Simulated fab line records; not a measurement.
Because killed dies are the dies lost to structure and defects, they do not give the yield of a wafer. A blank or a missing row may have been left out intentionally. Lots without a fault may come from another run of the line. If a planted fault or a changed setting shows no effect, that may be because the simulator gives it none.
Comparing a struck lot with a sound one / flow n5-finfet / 20 steps out of a route of 1938
Sound: wafers L520.2, L520.3, L520.5. Wafers struck: L518.1, L518.3, L518.6. The cause is named last.
Order at every step that has rows: each side's tool, ch and its chambers, its first start. Under that, the readings that differ: sound wafers / struck wafers / difference of the means / sigmas: that difference in standard deviations of wafers without a fault.
alike: readings whose means differ by less than 2 such deviations, and words and numbers that are the same on both sides. not compared: withheld readings, readings that some wafer has no value for, bounds like >300 that may hide the same value, and numbers for which the record gives no deviation and whose values overlap.
Wherever a step has rows on one side only, a row that says differs or no value, or a row with sigmas, the two part there. When numbers do not overlap yet have no deviation, they are printed without sigmas and do not part them. A reading missing from all wafers of one side parts the sides only when that side holds two or more wafers.

first, 8 steps without rows for these wafers: N5_BEOL_M11_DESCUM_16 (chemistry O2, time 7.9 s); N5_BEOL_M11_ETCH_61 (etches SiARC in CF4, target depth 39 nm, time 65 s); N5_BEOL_M11_ETCH_62 (etches SOC in N2/H2, target depth 110 nm, overetch 22 nm, time 165 s); N5_BEOL_M11_STRIP_68 (strips in N2/H2); N5_BEOL_M11_STRIP_67 (strips in CF4); N5_BEOL_M11_HM_OPEN_17 (chemistry Cl2/BCl3, target TiN, target depth 20 nm, overetch 6 nm); N5_BEOL_M11_STRIP_19 (strips in O2); N5_BEOL_M11_COAT_63 (time 60 s, resist thk 100 nm).
N5_BEOL_M11_COAT_64: time 60 s, resist thk 30 nm.
  sound on litho-track-04 ch 0, day 18 10:50; struck on litho-track-01 ch 0, day 18 12:59
reading=spin-speed-rpm (rpm); sound=1500.4 1501.0 1500.0; struck=1367.2 1366.7 1366.3; difference=-133.7; sigmas=-99 or more
reading=model.SiARC_of_BEOL_M11_COAT_64.thk-nm (nm); sound=29.8 30 30; struck=31.4 31.4 31.4; difference=+1.5; sigmas=
  alike: chill-plate-temp-C
then, 7 steps without rows for these wafers: N5_BEOL_M11_COAT_22 (resist thk 90 nm); N5_BEOL_M11_EBR_24; N5_BEOL_M11_SOFTBAKE_23 (time 60 s); N5_BEOL_M11_EXPOSE_25 (exposes mask V10); N5_BEOL_M11_PEB_26 (peb time 60 s); N5_BEOL_M11_DEVELOP_27 (develop time 30 s); N5_BEOL_M11_DESCUM_33 (chemistry O2, time 7.9 s).
N5_BEOL_M11_ETCH_65: etches SiARC in CF4, target depth 39 nm, time 65 s.
  sound on rie-diel-03 ch 1,2,3, day 18 11:20; struck on rie-diel-06 ch 1,2,3, day 18 13:54
reading=model.etch.depth-nm (nm); sound=29.89 30.03 30.03; struck=31.47 31.41 31.41; difference=+1.45; sigmas=
reading=model.CAR-ArF_of_BEOL_M11_COAT_22.thk-nm (nm); sound=55.2 55.2 55.4; struck=53.8 53.8 54.2; difference=-1.3; sigmas=
  alike: cf4-flow-sccm, drypump-motor-current-A, etch-rf-on-time-s, mfc-ar-sccm, oes-product-au, rf-vpp-V, showerhead-plenum-p-Torr, throttle-valve-pct
  not compared: rf-hours-counter-h
N5_BEOL_M11_ETCH_66: etches SOC in N2/H2, target depth 120 nm, overetch 24 nm, time 180 s.
  sound on rie-diel-03 ch 1,2,3, day 18 11:23; struck on rie-diel-06 ch 1,2,3, day 18 13:57
reading=model.SiARC_of_BEOL_M11_COAT_64.thk-nm (nm); sound=22.4 22.4 22.6; struck=24.2 23.8 24.6; difference=+1.7; sigmas=
  alike: drypump-motor-current-A, oes-product-au, rf-vpp-V, showerhead-plenum-p-Torr, throttle-valve-pct
  not compared: rf-hours-counter-h
then, 2 steps without rows for these wafers: N5_BEOL_M11_STRIP_69 (strips in N2/H2); N5_PASSIVATION_PROBE_49.

## WHERE THEY PART
Within this record, at N5_BEOL_M11_COAT_64 only. Later steps at which nothing parts them and some readings are alike: N5_BEOL_M11_ETCH_65, N5_BEOL_M11_ETCH_66.

WHY: what the simulator had put in
Drift in process parameters on litho-track-01 at N5_BEOL_M11_COAT_64, starting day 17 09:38. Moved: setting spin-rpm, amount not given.
